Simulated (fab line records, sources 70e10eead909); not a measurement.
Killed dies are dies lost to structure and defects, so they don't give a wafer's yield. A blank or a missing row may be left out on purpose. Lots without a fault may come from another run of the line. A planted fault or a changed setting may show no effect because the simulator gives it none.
Chamber matching | flow nand_harc | NHARC_A_M1_DESCUM_14 on rie_diel-06: 4 sister chambers
The step chemistry O2, time 3 s. 20 wafers are shown with their chamber, then 10 later ones without.

WAFERS WITH THEIR CHAMBER
wafer  | chamber | showerhead_plenum_p_Torr (Torr) | drypump_motor_current_A (A) | oes_product_au (a.u.)
L364.2 | 2       | 2.00                            | 5.7                         | 0.999
L364.5 | 2       | 2.00                            | 5.7                         | 0.995
L364.6 | 3       | 1.87                            | 6.5                         | 1.000
L366.1 | 2       | 2.00                            | 5.7                         | 1.003
L366.3 | 3       | 1.87                            | 6.5                         | 1.016
L366.4 | 0       | 1.97                            | 5.7                         | 1.010
L365.1 | 0       | 1.97                            | 5.7                         | 1.010
L365.3 | 3       | 1.87                            | 6.6                         | 1.017
L365.4 | 1       | 1.91                            | 5.1                         | 0.977
L378.4 | 2       | 2.00                            | 5.7                         | 0.996
L378.5 | 0       | 1.96                            | 5.6                         | 1.008
L378.6 | 1       | 1.91                            | 5.1                         | 0.996
L376.3 | 0       | 1.96                            | 5.7                         | 1.007
L376.4 | 1       | 1.91                            | 5.1                         | 0.998
L376.5 | 2       | 2.00                            | 5.7                         | 1.004
L379.1 | 1       | 1.91                            | 5.1                         | 0.990
L379.3 | 2       | 2.00                            | 5.7                         | 1.002
L379.6 | 3       | 1.87                            | 6.5                         | 1.001
L380.1 | 1       | 1.91                            | 5.1                         | 1.000
L380.4 | 3       | 1.87                            | 6.6                         | 1.011

SIGNATURES (means of the wafers above)
reading                  | chamber 0 | chamber 1 | chamber 2 | chamber 3 | scatter within a chamber
showerhead_plenum_p_Torr | 1.9650    | 1.9100    | 2.0000    | 1.8700    | 0.0025
drypump_motor_current_A  | 5.675     | 5.100     | 5.700     | 6.540     | 0.0349
oes_product_au           | 1.00875   | 0.99220   | 0.99983   | 1.00900   | 0.00654
Rule: a wafer's distance from a chamber is the root of the sum, over the readings, of the square of ((its reading less the chamber's mean) divided by the reading's scatter). The wafer belongs to the nearest chamber; if the next one is less than 2 further off, it can't be placed. The scatter: the root of (the sum of the squares of (reading less its chamber's mean) over the shown wafers, divided by (wafers less chambers)).

WAFERS WITHOUT THEIR CHAMBER
wafer  | showerhead_plenum_p_Torr (Torr) | drypump_motor_current_A (A) | oes_product_au (a.u.)
L380.5 | 1.96                            | 5.7                         | 1.005
L383.4 | 2.00                            | 5.7                         | 0.992
L383.5 | 1.96                            | 5.6                         | 0.991
L383.6 | 1.87                            | 6.5                         | 1.009
L385.4 | 2.00                            | 5.7                         | 1.005
L385.5 | 1.96                            | 5.6                         | 1.001
L385.6 | 1.91                            | 5.1                         | 1.002
L386.3 | 1.91                            | 5.1                         | 1.008
L386.4 | 1.96                            | 5.7                         | 0.998
L386.5 | 1.87                            | 6.6                         | 1.013

WHICH CHAMBER EACH WENT THROUGH
wafer  | from the rows above | in truth
L380.5 | 0                   | 0
L383.4 | 2                   | 2
L383.5 | 0                   | 0
L383.6 | 3                   | 3
L385.4 | 2                   | 2
L385.5 | 0                   | 0
L385.6 | 1                   | 1
L386.3 | 1                   | 1
L386.4 | 0                   | 0
L386.5 | 3                   | 3
Placed correctly: 10 of 10. Can't be placed from these rows: 0. Placed wrongly: 0.
